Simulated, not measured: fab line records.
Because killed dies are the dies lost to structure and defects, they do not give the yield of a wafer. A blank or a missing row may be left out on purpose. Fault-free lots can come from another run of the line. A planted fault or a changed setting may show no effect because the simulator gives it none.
Problem report in the 8D (eight disciplines) form, filled by code ; flow n5 finfet ; the parts of the form that need people (team, actions taken, sign-off) are left out

== 1. WHAT IS WRONG ==
run length s at N5_BEOL_M2_ETCH_70 reads a mean of 129.8 s on 2 wafers of 2 lots; wafers without a fault read 153.7 s with a standard deviation of 0.37. Relative to the usual mean, that is a shift of -65 standard deviations.
The step: etches SOC in N2/H2, target depth 80 nm, overetch 24 nm, time 130 s.
The first sign was on wafer L760.4 at day 9 12:13, on rie diel-02. The record holds 16 wafers of 6 lots with a number at this step. By rule, "out" or "out of limits" means more than 4 standard deviations away from the usual mean. The rest of the wafers with a number are treated as sound.

== 2. WHAT THIS IS AND IS NOT ==
question;is;is not
which readings at this step;run length s;drypump motor current A, n2 flow sccm, rf vpp V, showerhead plenum p Torr, throttle valve pct
which lots;L760, L762;L752, L758, L767, L772
which wafers of those lots;L760.4, L762.3;L760.6, L762.6
read on which tools;rie diel-02;rie diel-03, rie diel-05
when;from day 9 12:13;"up to then (7 sound wafers); but 7 sound wafers of L762, L767, L772 came after"

== 3. WHAT RULES OUT EACH SUSPECT ==
Counting: any tool at a process step up to the reading remains a suspect provided it ran every lot that is out. Sound lots after the first of them don't rule it out here, since some wafers of a struck lot are sound.
- ald sin-02 at N5_BEOL_M2_ALD_98 (deposits SiO2, target thk 2.5 nm, pulse time 1 s, co reactant pulse time 1 s): kept. It ran every lot that is out, first L760 (day 9 01:59).
- rie diel-02 at N5_BEOL_M2_ETCHBACK_99 (etches SiO2 in CHF3, target depth 5 nm, time 10.4 s): kept. Every lot that is out went through it, the first being L760 (day 9 12:10); the last sound lot it ran before that was L758 (day 9 06:50).
- rie diel-02 at N5_BEOL_M2_ETCH_70 (etches SOC in N2/H2, target depth 80 nm, overetch 24 nm, time 130 s): kept. Every lot that is out went through it, the first being L760 (day 9 12:13); the last sound lot it ran before that was L758 (day 9 06:53). Its own run length s readings are out on those wafers.
Left after counting: ald sin-02 at N5_BEOL_M2_ALD_98, rie diel-02 at N5_BEOL_M2_ETCHBACK_99, rie diel-02 at N5_BEOL_M2_ETCH_70.

== 4. THE CAUSE (what the simulator had put in) ==
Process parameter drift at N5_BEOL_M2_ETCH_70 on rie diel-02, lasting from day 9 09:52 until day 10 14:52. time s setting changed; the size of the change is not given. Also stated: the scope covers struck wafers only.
This tool is one of the 3 suspects left after counting.

== 5. THE EFFECT CHAIN, in route order ==
One row per reading whose mean, taken over the struck wafers that have a number, lies over 3 standard deviations from the usual. Scope: only readings with a usual standard deviation given in the record; hours: median across lots of the time from each lot's start at the first step in this table that gives one to its start at this step; sigmas: change in usual standard deviations.
hours;step;reading;usual;on struck wafers;change;sigmas
0;N5_BEOL_M2_ETCH_70;oes product au;0.59 a.u.;0.81;+0.22;+4.1
0;N5_BEOL_M2_ETCH_70;run length s;153.7 s;129.8;-23.9;-65
It contains these process steps:
- N5_BEOL_M2_ETCH_70: etches SOC in N2/H2, target depth 80 nm, overetch 24 nm, time 130 s.
Readings that are blank on the struck wafers while sound wafers have them: bias w at N5_BEOL_M2_ETCH_70.
Later steps that measure or inspect, where all struck wafers having a row at the step show a number for every such reading and not one has moved that far: N5_BEOL_M4_RC_MEAS_101.

== 6. HOW IT WOULD HAVE BEEN CAUGHT EARLIER ==
In this record the first reading out of limits was taken at day 9 12:13, 2 hours after the fault began at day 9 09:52.
